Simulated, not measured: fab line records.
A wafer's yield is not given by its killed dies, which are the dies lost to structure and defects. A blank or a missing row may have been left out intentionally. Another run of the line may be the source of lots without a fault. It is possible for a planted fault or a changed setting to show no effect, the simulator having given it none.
Matching of chambers / flow n5 finfet / N5_FIN_SAQP_ETCH_67 on rie diel-01 has 4 sister chambers
The step etches SiNx in CH3F/O2, target depth 30 nm. 20 wafers are shown with their chamber, then 10 later ones without.

WAFERS WITH THEIR CHAMBER
wafer=L075.3; chamber=2; showerhead plenum p Torr (Torr)=2.05; throttle valve pct (%)=15.96; oes_ar_750_au (a.u.)=0.91
wafer=L075.4; chamber=0; showerhead plenum p Torr (Torr)=2.06; throttle valve pct (%)=16.38; oes_ar_750_au (a.u.)=0.76
wafer=L075.6; chamber=3; showerhead plenum p Torr (Torr)=2.08; throttle valve pct (%)=16.02; oes_ar_750_au (a.u.)=0.72
wafer=L078.1; chamber=3; showerhead plenum p Torr (Torr)=2.08; throttle valve pct (%)=16.04; oes_ar_750_au (a.u.)=0.71
wafer=L078.2; chamber=2; showerhead plenum p Torr (Torr)=2.05; throttle valve pct (%)=15.98; oes_ar_750_au (a.u.)=0.89
wafer=L078.4; chamber=0; showerhead plenum p Torr (Torr)=2.06; throttle valve pct (%)=16.40; oes_ar_750_au (a.u.)=0.75
wafer=L080.2; chamber=0; showerhead plenum p Torr (Torr)=2.06; throttle valve pct (%)=16.41; oes_ar_750_au (a.u.)=0.75
wafer=L080.5; chamber=2; showerhead plenum p Torr (Torr)=2.05; throttle valve pct (%)=16.00; oes_ar_750_au (a.u.)=0.89
wafer=L080.6; chamber=0; showerhead plenum p Torr (Torr)=2.06; throttle valve pct (%)=16.39; oes_ar_750_au (a.u.)=0.74
wafer=L084.1; chamber=3; showerhead plenum p Torr (Torr)=2.07; throttle valve pct (%)=16.07; oes_ar_750_au (a.u.)=0.71
wafer=L084.4; chamber=1; showerhead plenum p Torr (Torr)=1.94; throttle valve pct (%)=16.62; oes_ar_750_au (a.u.)=0.76
wafer=L084.5; chamber=3; showerhead plenum p Torr (Torr)=2.07; throttle valve pct (%)=16.07; oes_ar_750_au (a.u.)=0.71
wafer=L086.3; chamber=2; showerhead plenum p Torr (Torr)=2.04; throttle valve pct (%)=16.02; oes_ar_750_au (a.u.)=0.86
wafer=L086.4; chamber=0; showerhead plenum p Torr (Torr)=2.05; throttle valve pct (%)=16.41; oes_ar_750_au (a.u.)=0.74
wafer=L086.5; chamber=2; showerhead plenum p Torr (Torr)=2.04; throttle valve pct (%)=16.04; oes_ar_750_au (a.u.)=0.86
wafer=L088.1; chamber=1; showerhead plenum p Torr (Torr)=1.94; throttle valve pct (%)=16.65; oes_ar_750_au (a.u.)=0.76
wafer=L088.2; chamber=3; showerhead plenum p Torr (Torr)=2.07; throttle valve pct (%)=16.09; oes_ar_750_au (a.u.)=0.70
wafer=L088.3; chamber=2; showerhead plenum p Torr (Torr)=2.04; throttle valve pct (%)=16.03; oes_ar_750_au (a.u.)=0.86
wafer=L089.4; chamber=2; showerhead plenum p Torr (Torr)=2.04; throttle valve pct (%)=16.04; oes_ar_750_au (a.u.)=0.85
wafer=L089.5; chamber=2; showerhead plenum p Torr (Torr)=2.04; throttle valve pct (%)=16.03; oes_ar_750_au (a.u.)=0.86

SIGNATURES, as means of the wafers listed above
reading=showerhead plenum p Torr; chamber 0=2.0580; chamber 1=1.9400; chamber 2=2.0438; chamber 3=2.0740; scatter within a chamber=0.00492
reading=throttle valve pct; chamber 0=16.3980; chamber 1=16.6350; chamber 2=16.0125; chamber 3=16.0580; scatter within a chamber=0.0254
reading=oes_ar_750_au; chamber 0=0.7480; chamber 1=0.7600; chamber 2=0.8725; chamber 3=0.7100; scatter within a chamber=0.0151
Rule: for a wafer and a chamber, the distance is found by dividing, reading by reading, the gap between the wafer's reading and the chamber's mean by the reading's scatter, squaring, summing and taking the root. If the next closest chamber is less than 2 further off than the closest, the wafer can't be placed; otherwise it belongs to the closest. The scatter is the square root of a quotient: the sum, over the shown wafers, of each reading's squared deviation from its chamber's mean, divided by wafers minus chambers.

WAFERS WITH NO CHAMBER GIVEN
wafer=L089.6; showerhead plenum p Torr (Torr)=2.07; throttle valve pct (%)=16.09; oes_ar_750_au (a.u.)=0.69
wafer=L091.1; showerhead plenum p Torr (Torr)=2.04; throttle valve pct (%)=16.04; oes_ar_750_au (a.u.)=0.85
wafer=L091.3; showerhead plenum p Torr (Torr)=2.07; throttle valve pct (%)=16.10; oes_ar_750_au (a.u.)=0.69
wafer=L091.6; showerhead plenum p Torr (Torr)=1.93; throttle valve pct (%)=16.64; oes_ar_750_au (a.u.)=0.75
wafer=L093.2; showerhead plenum p Torr (Torr)=2.04; throttle valve pct (%)=16.07; oes_ar_750_au (a.u.)=0.84
wafer=L093.3; showerhead plenum p Torr (Torr)=1.93; throttle valve pct (%)=16.65; oes_ar_750_au (a.u.)=0.74
wafer=L093.6; showerhead plenum p Torr (Torr)=2.04; throttle valve pct (%)=16.07; oes_ar_750_au (a.u.)=0.85
wafer=L094.1; showerhead plenum p Torr (Torr)=2.07; throttle valve pct (%)=16.11; oes_ar_750_au (a.u.)=0.69
wafer=L094.4; showerhead plenum p Torr (Torr)=1.93; throttle valve pct (%)=16.66; oes_ar_750_au (a.u.)=0.74
wafer=L094.5; showerhead plenum p Torr (Torr)=2.05; throttle valve pct (%)=16.44; oes_ar_750_au (a.u.)=0.73

WHICH CHAMBER EACH WENT THROUGH
wafer=L089.6; from the rows above=3; in truth=3
wafer=L091.1; from the rows above=2; in truth=2
wafer=L091.3; from the rows above=3; in truth=3
wafer=L091.6; from the rows above=1; in truth=1
wafer=L093.2; from the rows above=2; in truth=2
wafer=L093.3; from the rows above=1; in truth=1
wafer=L093.6; from the rows above=2; in truth=2
wafer=L094.1; from the rows above=3; in truth=3
wafer=L094.4; from the rows above=1; in truth=1
wafer=L094.5; from the rows above=0; in truth=0
10 of 10 placed correctly. Can't be placed from these rows: 0. Placed wrongly: 0.
